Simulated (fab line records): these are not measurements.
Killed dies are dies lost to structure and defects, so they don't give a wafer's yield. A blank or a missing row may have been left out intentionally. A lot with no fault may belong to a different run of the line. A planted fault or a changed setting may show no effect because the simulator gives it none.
Which tool was responsible? || flow nand_harc || 21 wafers sampled from 7 lots at 1 step of a route of 1302

WHAT THE GAUGES READ, wafer by wafer
NHARC_A_ONON_D1_THK_MEAS_05: measures by ellipsometry.
{"lot": "L515", "measured": "day 8 04:55", "on": "film_metro-01", "thk_nm (nm)": "1016 1014 1017"}
{"lot": "L518", "measured": "day 9 15:05", "on": "film_metro-02", "thk_nm (nm)": "1005 1004 1003"}
{"lot": "L520", "measured": "day 10 07:58", "on": "film_metro-01", "thk_nm (nm)": "988 987 989"}
{"lot": "L523", "measured": "day 11 14:37", "on": "film_metro-02", "thk_nm (nm)": "992 992 991"}
{"lot": "L530", "measured": "day 14 16:14", "on": "film_metro-02", "thk_nm (nm)": "994 994 994"}
{"lot": "L535", "measured": "day 16 15:16", "on": "film_metro-01", "thk_nm (nm)": "988 990 990"}
{"lot": "L537", "measured": "day 17 07:27", "on": "film_metro-02", "thk_nm (nm)": "1000 999 997"}

TOOL THAT RAN EACH LOT (tool first, then ch and the chambers of the sampled wafers, then the start)
Record: no process step prior to these readings.

THE ANSWER, worked out from the rows above alone
Rule: the usual values come from the lots themselves. The widest of any qualifying gaps counts: lots, ordered by their means at a reading, are off when they make up no more than a third of the lots, leave a main group of 4 or more, and stand apart from it by 3 or more times the standard deviation of that group's means. Not used: any main group whose means are identical at the precision the tables above print for the reading. Also off: a lot with no number at a reading for which 4 or more lots have one. Any other lot the step has rows for is counted as sound.
Across all readings shown, no lot is off: no conclusion can be drawn from this.

WHAT HAD BEEN PUT IN BY THE SIMULATOR
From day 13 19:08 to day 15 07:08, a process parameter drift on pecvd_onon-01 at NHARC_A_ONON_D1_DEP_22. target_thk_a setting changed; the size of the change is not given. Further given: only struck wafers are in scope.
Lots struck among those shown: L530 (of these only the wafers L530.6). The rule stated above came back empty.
